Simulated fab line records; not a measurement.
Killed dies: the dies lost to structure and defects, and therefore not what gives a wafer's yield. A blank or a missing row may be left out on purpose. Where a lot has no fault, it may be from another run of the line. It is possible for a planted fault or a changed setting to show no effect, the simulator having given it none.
Which tool did it? ; flow nand harc ; 7 lots, 21 wafers sampled, at 4 steps of a route of 1159

## WHAT THE GAUGES SHOWED, per wafer
NHARC_P_M2_THK_MEAS_24: measures by xrf.
lot;measured;on;thk nm (nm)
L453;day 6 20:36;film metro-02;143.6 146.8 144.1
L455;day 7 10:52;film metro-02;142.8 144.8 144.0
L457;day 7 20:50;film metro-02;143.9 142.4 143.3
L461;day 8 22:08;film metro-02;147.0 145.2 144.8
L463;day 9 13:30;film metro-01;397.5 397.5 404.5
L467;day 10 11:58;film metro-02;147.4 143.9 146.1
L473;day 11 12:51;film metro-02;145.0 146.0 145.2

## TOOL THAT RAN EACH LOT (tool first, then ch and the chambers of the sampled wafers, then the start)
lot;NHARC_P_M2_PRE_CLEAN_30;NHARC_P_M2_PVD_21;NHARC_P_M2_CMP_23
L453;pvd sputter-02, day 6 20:17 or earlier;pvd sputter-02, day 6 20:17 or earlier;cmp-02 ch 0,3, day 6 20:17
L455;pvd sputter-02, day 7 10:36 or earlier;pvd sputter-02, day 7 10:36 or earlier;cmp-02 ch 0,1,2, day 7 10:36
L457;pvd sputter-02, day 7 20:37 or earlier;pvd sputter-02, day 7 20:37 or earlier;cmp-02 ch 1,2,3, day 7 20:37
L461;pvd sputter-03, day 8 21:52 or earlier;pvd sputter-03, day 8 21:52 or earlier;cmp-04 ch 0,1,3, day 8 21:52
L463;pvd sputter-02, day 9 13:11 or earlier;pvd sputter-02, day 9 13:11 or earlier;cmp-01 ch 0,1,3, day 9 13:11
L467;pvd sputter-02, day 10 11:41 or earlier;pvd sputter-02, day 10 11:41 or earlier;cmp-02 ch 0,1,3, day 10 11:41
L473;pvd sputter-02, day 11 12:35 or earlier;pvd sputter-02, day 11 12:35 or earlier;cmp-04 ch 0,2,3, day 11 12:35
- NHARC_P_M2_PRE_CLEAN_30: time 30 s.
- NHARC_P_M2_PVD_21: deposits Cu, target thk 30 nm, time 20.49 s.
- NHARC_P_M2_CMP_23: polishes, t overpolish 20 s, target thk 144.3 nm.

## THE ANSWER, worked out from the rows above alone
Rule: what is usual is taken from the lots themselves. The widest of any qualifying gaps counts: lots, ordered by their means at a reading, are off when they make up no more than a third of the lots, leave a main group of 4 or more, and stand apart from it by 3 or more times the standard deviation of that group's means. Not used: any main group whose means are identical at the precision the tables above print for the reading. Also off: a lot with no number at a reading for which 4 or more lots have one. Where the step has rows for the other lots, those lots are counted as sound.
Off: L463, at NHARC_P_M2_THK_MEAS_24 (thk nm). Main group: mean 144.8 nm, sd 0.96.
If a tool, at a process step before that reading, ran all the lots that are off and no sound lot after the first of them, it fits. Those tools and the gauges at NHARC_P_M2_THK_MEAS_24 are tried in the same way. NHARC_P_M2_PRE_CLEAN_30 gives no start for some lots, so the hours and the order of its lots are those of NHARC_P_M2_CMP_23. NHARC_P_M2_PVD_21 gives no start for some lots, so the hours and the order of its lots are those of NHARC_P_M2_CMP_23. This does not decide it: 2 tools fit, namely cmp-01 at NHARC_P_M2_CMP_23 and film metro-01 at NHARC_P_M2_THK_MEAS_24.

## WHAT THE SIMULATOR HAD PUT IN
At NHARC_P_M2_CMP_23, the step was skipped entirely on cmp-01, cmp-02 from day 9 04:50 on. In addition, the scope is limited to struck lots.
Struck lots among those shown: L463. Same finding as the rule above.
